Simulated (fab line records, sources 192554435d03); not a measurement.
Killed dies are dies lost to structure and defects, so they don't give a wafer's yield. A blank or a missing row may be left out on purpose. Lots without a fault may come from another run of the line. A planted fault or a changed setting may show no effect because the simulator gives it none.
One fault seen from 2 desks | flow n5_finfet | each desk has only its own numbers; what lay behind them comes last

THE TOOL OWNER'S DESK: rie_si-02
The tool's own readings at N5_DUMMY_GATE_TRIM_49 (chemistry O2, time 29 s, target cd 14 nm): means of the sampled wafers that have a number, for each lot that ran on this tool. A lot is out of limits, marked OUT, if its mean lies more than 4 standard deviations from the usual mean; the brackets give that distance.
Columns: A = drypump_motor_current_A at N5_DUMMY_GATE_TRIM_49, usual 5.7 A; B = oes_product_au at N5_DUMMY_GATE_TRIM_49, usual 1.005 a.u.; C = temp_c at N5_DUMMY_GATE_TRIM_49, usual 19.99 C; D = throttle_valve_pct at N5_DUMMY_GATE_TRIM_49, usual 8.14 %
lot  | first seen here | A   | B                | C     | D
L829 | day 3 03:50     | 5.3 | 0.997            | 19.95 | 8.16
L834 | day 4 05:41     | 5.3 | 0.982            | 20.01 | 8.17
L846 | day 7 04:58     | 5.3 | 1.111 (+5.6) OUT | 19.99 | 8.16
L847 | day 7 15:47     | 5.5 | 1.114 (+5.7) OUT | 20.07 | 8.20
This desk's finding: out of limits on L846, L847; first on L846, day 7 04:58 (oes_product_au at N5_DUMMY_GATE_TRIM_49). In limits: L829, L834.

THE METROLOGY DESK
What the gauges read, lot by lot, whatever tool the lot ran on: means of the sampled wafers that have a number. A lot is out of limits, marked OUT, if its mean lies more than 4 standard deviations from the usual mean; the brackets give that distance. Of its 13 readings 7 are shown: the one that was out of limits first, and those that lie furthest out on some lot.
Columns: A = cd_nm at N5_DUMMY_GATE_CD_MEAS_15, usual 25.06 nm; B = cd_nm at N5_DUMMY_GATE_CD_MEAS_50, usual 14.0 nm; C = cd_nm at N5_DUMMY_GATE_CD_MEAS_24, usual 15.1 nm; D = IOFF_P at N5_BEOL_M4_RC_MEAS_101, usual 0.211 nA/um; E = ION_P at N5_BEOL_M4_RC_MEAS_101, usual 463 uA/um; F = SS_N at N5_BEOL_M4_RC_MEAS_101, usual 71.4 mV/dec; G = VT_P at N5_BEOL_M4_RC_MEAS_101, usual -250.1 mV
lot  | first seen here | A     | B               | C    | D     | E   | F    | G
L829 | day 3 03:29     | 24.91 | 13.8            | 15.1 | 0.186 | 458 | 71.5 | -252.6
L831 | day 3 11:31     | 25.24 | 14.1            | 15.0 | 0.199 | 460 | 71.3 | -250.3
L834 | day 4 04:57     | 24.94 | 13.9            | 15.3 | 0.170 | 452 | 71.5 | -256.3
L846 | day 7 04:36     | 25.31 | 12.8            | 13.7 | 0.199 | 464 | 71.3 | -251.1
L847 | day 7 15:25     | 25.16 | 12.7 (-4.2) OUT | 13.7 | 0.223 | 467 | 70.7 | -249.4
L850 | day 8 03:58     | 25.35 | 14.3            | 15.4 | 0.212 | 464 | 70.9 | -249.7
L851 | day 8 13:08     | 24.95 | 14.0            | 14.8 | 0.235 | 469 | 71.9 | -248.5
L852 | day 8 15:04     | 25.12 | 14.1            | 15.0 | 0.210 | 459 | 71.4 | -250.1
This desk's finding: out of limits on L847; first on L847, day 7 15:56 (cd_nm at N5_DUMMY_GATE_CD_MEAS_50). In limits: L829, L831, L834, L846, L850, L851, L852.

PUT TOGETHER
The tool owner's desk could have raised an alarm at day 7 04:58, on L846, L847.
The metrology desk could have raised an alarm at day 7 15:56, on L847.
The metrology desk has L846 on record, within its limits.
Of the lots named, all ran N5_DUMMY_GATE_TRIM_49 on rie_si-02.

WHAT THE SIMULATOR HAD PUT IN
Process parameter drift: rie_si-02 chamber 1, from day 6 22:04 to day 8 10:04, at N5_DUMMY_GATE_TRIM_49. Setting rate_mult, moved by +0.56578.
Lots struck among those shown: L846, L847.
Hours from the fault's start to each desk's first reading out of limits: the tool owner's desk, 7; the metrology desk, 18.
